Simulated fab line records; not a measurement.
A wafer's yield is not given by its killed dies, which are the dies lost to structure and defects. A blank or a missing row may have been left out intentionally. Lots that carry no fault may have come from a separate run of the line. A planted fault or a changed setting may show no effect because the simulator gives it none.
Which tool was responsible? :: flow n5 finfet :: route of 1938 steps, sampled at 1 step: 24 lots, 72 wafers

## WHAT THE GAUGES SHOWED, per wafer
N5_BEOL_M14_OVL_MEAS_29. Usual: M14_OVL typically reads -4 nm, with standard deviation 4.7.
lot: L074
measured: day 10 21:59
on: overlay-01
M14_OVL (nm): -14 -3 -8
flag: 

lot: L076
measured: day 11 01:35
on: overlay-01
M14_OVL (nm): 4 0 2
flag: 

lot: L075
measured: day 11 05:16
on: overlay-02
M14_OVL (nm): 0 -9 -6
flag: 

lot: L077
measured: day 11 10:22
on: overlay-01
M14_OVL (nm): -1 7 5
flag: 

lot: L078
measured: day 12 06:00
on: overlay-01
M14_OVL (nm): -8 -8 -7
flag: 

lot: L079
measured: day 12 17:55
on: overlay-02
M14_OVL (nm): -10 1 -5
flag: 

lot: L080
measured: day 12 20:23
on: overlay-02
M14_OVL (nm): -12 -11 -12
flag: 

lot: L081
measured: day 12 22:35
on: overlay-02
M14_OVL (nm): 2 -4 -9
flag: 

lot: L084
measured: day 13 11:25
on: overlay-02
M14_OVL (nm): -9 -3 1
flag: 

lot: L082
measured: day 13 14:29
on: overlay-02
M14_OVL (nm): 0 -4 -3
flag: 

lot: L083
measured: day 13 14:48
on: overlay-02
M14_OVL (nm): -11 -12 -6
flag: 

lot: L085
measured: day 14 05:10
on: overlay-02
M14_OVL (nm): 5 -1 -9
flag: 

lot: L087
measured: day 14 13:22
on: overlay-01
M14_OVL (nm): 1 -9 -2
flag: 

lot: L089
measured: day 14 18:47
on: overlay-01
M14_OVL (nm): -7 -10 2
flag: 

lot: L086
measured: day 15 03:02
on: overlay-02
M14_OVL (nm): 5 -3 -6
flag: 

lot: L088
measured: day 15 11:23
on: overlay-01
M14_OVL (nm): -8 -6 -8
flag: 

lot: L090
measured: day 15 13:23
on: overlay-01
M14_OVL (nm): -7 -8 -4
flag: 

lot: L092
measured: day 15 20:14
on: overlay-02
M14_OVL (nm): -1 -4 4
flag: 

lot: L091
measured: day 15 21:07
on: overlay-01
M14_OVL (nm): 4 -7 -6
flag: 

lot: L093
measured: day 16 16:41
on: overlay-01
M14_OVL (nm): 3 -8 -10
flag: 

lot: L094
measured: day 16 20:29
on: overlay-01
M14_OVL (nm): -4 -8 -8
flag: 

lot: L097
measured: day 16 21:06
on: overlay-01
M14_OVL (nm): -4 4 2
flag: 

lot: L095
measured: day 17 01:25
on: overlay-01
M14_OVL (nm): -4 -3 -2
flag: 

lot: L096
measured: day 17 05:44
on: overlay-02
M14_OVL (nm): -6 -1 -12
flag: 

## WHAT TOOL EACH LOT RAN ON (gives the tool, then ch and the chambers of the sampled wafers, and finally the start)
Before these readings, the record contains no process step.

## AS READ BY THE TOOLS THEMSELVES (means over the sampled wafers that have a number; for cases with no such wafer, the mark the record gives instead)
The record holds no such reading with a usual standard deviation.

## THE ANSWER, worked out from the rows above alone
Rule: a lot is off if the mean of its wafers that have a number lies more than 3 standard deviations from the usual mean. Also off: a lot with no number at a reading for which 4 or more lots have one. The other lots that the step has rows for count as sound. Order of review: gauges by route order, followed by the tools' own readings, for which a lot's mean as printed above is used. At the first step where some lot is off, the reading lying furthest off is the one used; lots without a number count as furthest.
Across all readings shown, no lot is off: no conclusion can be drawn from this.

## WHAT HAD BEEN PUT IN BY THE SIMULATOR
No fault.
